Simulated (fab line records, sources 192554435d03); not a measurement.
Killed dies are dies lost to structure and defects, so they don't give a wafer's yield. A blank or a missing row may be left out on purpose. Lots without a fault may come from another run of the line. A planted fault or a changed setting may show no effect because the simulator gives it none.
Split-lot experiment | flow n5_finfet | 7 lots, 39 wafers read, on a route of 1938 steps

THE SPLIT
At N5_WELL_APT_IMPLANT_14, the setting energy_kev was moved away from the recipe's 160 on 15 of the 39 wafers read, by -8.5% to +7.7%. The other wafers ran this setting at the recipe's value.

The reading is taken at the split's own step.

THE READING
implant.drp_nm (the simulator's own value, which no gauge read), in nm, at N5_WELL_APT_IMPLANT_14. The file gives no usual value for it.

wafer  | tool, chamber at the split | energy_kev as run | against the recipe | implant.drp_nm, nm | against lot-mates on the recipe
L074.1 | implanter-02, 0            | 160               | recipe             | 65.9               | -
L074.5 | implanter-02, 0            | 160               | recipe             | 65.9               | -
L074.6 | implanter-02, 0            | 160               | recipe             | 65.9               | -
L074.2 | implanter-02, 0            | 146.4             | -8.5%              | 61.63              | -4.27
L074.3 | implanter-02, 0            | 146.4             | -8.5%              | 61.63              | -4.27
L074.4 | implanter-02, 0            | 146.4             | -8.5%              | 61.63              | -4.27
L078.1 | implanter-02, 0            | 160               | recipe             | 65.9               | -
L078.3 | implanter-02, 0            | 160               | recipe             | 65.9               | -
L078.4 | implanter-02, 0            | 160               | recipe             | 65.9               | -
L078.2 | implanter-02, 0            | 172.3             | +7.7%              | 69.59              | +3.69
L078.5 | implanter-02, 0            | 172.3             | +7.7%              | 69.59              | +3.69
L078.6 | implanter-02, 0            | 172.3             | +7.7%              | 69.59              | +3.69
L079.1 | implanter-02, 0            | 160               | recipe             | 65.9               | -
L079.2 | implanter-02, 0            | 160               | recipe             | 65.9               | -
L079.3 | implanter-02, 0            | 160               | recipe             | 65.9               | -
L079.4 | implanter-02, 0            | 160               | recipe             | 65.9               | -
L079.5 | implanter-02, 0            | 160               | recipe             | 65.9               | -
L079.6 | implanter-02, 0            | 160               | recipe             | 65.9               | -
L082.1 | implanter-01, 0            | 160               | recipe             | 65.9               | -
L082.2 | implanter-01, 0            | 160               | recipe             | 65.9               | -
L082.6 | implanter-01, 0            | 160               | recipe             | 65.9               | -
L082.3 | implanter-01, 0            | 149.1             | -6.8%              | 62.51              | -3.39
L082.4 | implanter-01, 0            | 149.1             | -6.8%              | 62.51              | -3.39
L082.5 | implanter-01, 0            | 149.1             | -6.8%              | 62.51              | -3.39
L085.4 | implanter-02, 0            | 160               | recipe             | 65.9               | -
L085.5 | implanter-02, 0            | 160               | recipe             | 65.9               | -
L085.6 | implanter-02, 0            | 160               | recipe             | 65.9               | -
L093.1 | implanter-01, 0            | 160               | recipe             | 65.9               | -
L093.3 | implanter-01, 0            | 160               | recipe             | 65.9               | -
L093.4 | implanter-01, 0            | 160               | recipe             | 65.9               | -
L093.2 | implanter-01, 0            | 150.8             | -5.7%              | 63.05              | -2.85
L093.5 | implanter-01, 0            | 150.8             | -5.7%              | 63.05              | -2.85
L093.6 | implanter-01, 0            | 150.8             | -5.7%              | 63.05              | -2.85
L096.1 | implanter-02, 0            | 171.3             | +7.1%              | 69.29              | +3.39
L096.4 | implanter-02, 0            | 171.3             | +7.1%              | 69.29              | +3.39
L096.5 | implanter-02, 0            | 171.3             | +7.1%              | 69.29              | +3.39
L096.2 | implanter-02, 0            | 160               | recipe             | 65.9               | -
L096.3 | implanter-02, 0            | 160               | recipe             | 65.9               | -
L096.6 | implanter-02, 0            | 160               | recipe             | 65.9               | -

THE FIT
A straight line over all 39 wafers: implant.drp_nm changes by +0.491 nm for each +1% of energy_kev; r = +1.00; the points scatter about the line by 0.037 nm.
The same after taking each lot's own level away (the mean of its wafers on the recipe; 39 wafers): +0.491 nm for each +1%; r = +1.00; scatter 0.037 nm.
On that fit, the largest move of energy_kev shifts the reading by 4.2 nm.
The lots' own levels span 65.900 to 65.900 nm.
So the lot-to-lot level changes the slope little: the two slopes agree.
Check: with one of the wafers moved furthest among these (-8.5%) left out of the fit, the line predicts -4.19 nm for it against its lot-mates. It came out at -4.27 nm against them.

THE WHOLE CHAIN: every reading that the file lists as answering this split, in the file's order
step                   | what it does | reading                                                         | change (the file's fit)               | r (the file's)
N5_WELL_APT_IMPLANT_14 |              | implant.rp_nm (the simulator's own value, which no gauge read)  | +2.09 nm for each +1% of the setting  | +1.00
N5_WELL_APT_IMPLANT_14 |              | implant.drp_nm (the simulator's own value, which no gauge read) | +0.491 nm for each +1% of the setting | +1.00

THE FILE'S OWN FIT
implant.drp_nm changes by +0.491 nm for each +1% of energy_kev, r = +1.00.
